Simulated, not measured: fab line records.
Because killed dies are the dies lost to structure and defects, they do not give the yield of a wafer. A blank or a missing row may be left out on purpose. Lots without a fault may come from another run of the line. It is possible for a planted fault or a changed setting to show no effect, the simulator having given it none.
2 desks looking at one fault :: flow n5 finfet :: every desk sees just its own numbers, and what lay behind them comes last

== THE TOOL OWNER'S DESK: krf scanner-02 ==
The tool's own readings at N5_MIM_TOP_LITHO_EXPOSE_05 (exposes mask MIM TOP, target cd 2000 nm): means of the sampled wafers that have a number, for each lot that ran on this tool. A lot is out of limits, marked OUT, if its mean lies more than 4 standard deviations from the usual mean; the brackets give that distance.
Columns: A = exposure dose mJ cm2 at N5_MIM_TOP_LITHO_EXPOSE_05, usual 20.478
lot: L994
first seen here: day 16 12:32
A: 20.456

lot: L997
first seen here: day 16 19:21
A: 20.484

lot: L998
first seen here: day 16 19:43
A: 20.481

lot: L999
first seen here: day 17 09:07
A: 20.470

lot: L103
first seen here: day 17 13:25
A: 20.489

lot: L100
first seen here: day 17 18:44
A: 20.468

lot: L105
first seen here: day 17 23:31
A: 20.477

lot: L106
first seen here: day 18 14:31
A: 20.493

lot: L111
first seen here: day 19 06:50
A: 20.480

lot: L110
first seen here: day 19 13:02
A: 20.462

lot: L117
first seen here: day 21 20:47
A: 20.126 (-18) OUT
Finding of this desk: L117 out of limits; the first was L117 at day 21 20:47, on exposure dose mJ cm2 at N5_MIM_TOP_LITHO_EXPOSE_05. Within limits: L994, L997, L998, L999, L103, L100, L105, L106, L111, L110.

== METROLOGY DESK ==
What the gauges read for every lot (on any tool): the sampled wafers with a number, averaged. A lot is out of limits, marked OUT, if its mean lies more than 4 standard deviations from the usual mean; the brackets give that distance.
Columns: A = M15_THK at N5_BEOL_M15_THK_MEAS_50, usual 821 nm; B = cd nm at N5_MIM_TOP_LITHO_CD_MEAS_08, usual 1999.4 nm
lot: L994
first seen here: day 16 08:48
A: 837
B: 1997.9

lot: L997
first seen here: day 16 16:04
A: 824
B: 1999.1

lot: L998
first seen here: day 16 16:25
A: 806
B: 1999.9

lot: L999
first seen here: day 17 06:09
A: 828
B: 2000.1

lot: L103
first seen here: day 17 08:34
A: 821
B: 1996.5

lot: L100
first seen here: day 17 15:52
A: 810
B: 2002.2

lot: L105
first seen here: day 17 19:34
A: 822
B: 1996.2

lot: L106
first seen here: day 18 11:23
A: 801
B: 1999.9

lot: L111
first seen here: day 19 01:40
A: 834
B: 1999.0

lot: L110
first seen here: day 19 09:22
A: 820
B: 2000.7

lot: L108
first seen here: day 19 12:31
A: 824
B: 2001.5

lot: L116
first seen here: day 21 04:40
A: 828
B: 1999.5

lot: L117
first seen here: day 21 17:16
A: 806
B: 2001.8
Result from this desk: across the 13 lots, nothing is out of limits.

== TAKEN TOGETHER ==
An alarm could have come from the tool owner's desk at day 21 20:47, on L117.
The metrology desk saw nothing out of limits.
The metrology desk holds a record of L117, inside its limits.
N5_MIM_TOP_LITHO_EXPOSE_05 was run on krf scanner-02 by each of the lots named.

== WHAT HAD BEEN PUT IN BY THE SIMULATOR ==
Process parameters drifting: krf scanner-02 at N5_MIM_TOP_LITHO_EXPOSE_05, beginning at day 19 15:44. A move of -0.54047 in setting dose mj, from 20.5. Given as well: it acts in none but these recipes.
Lots struck among those shown: L117.
Hours from the fault's start to each desk's first reading out of limits: the tool owner's desk, 53.
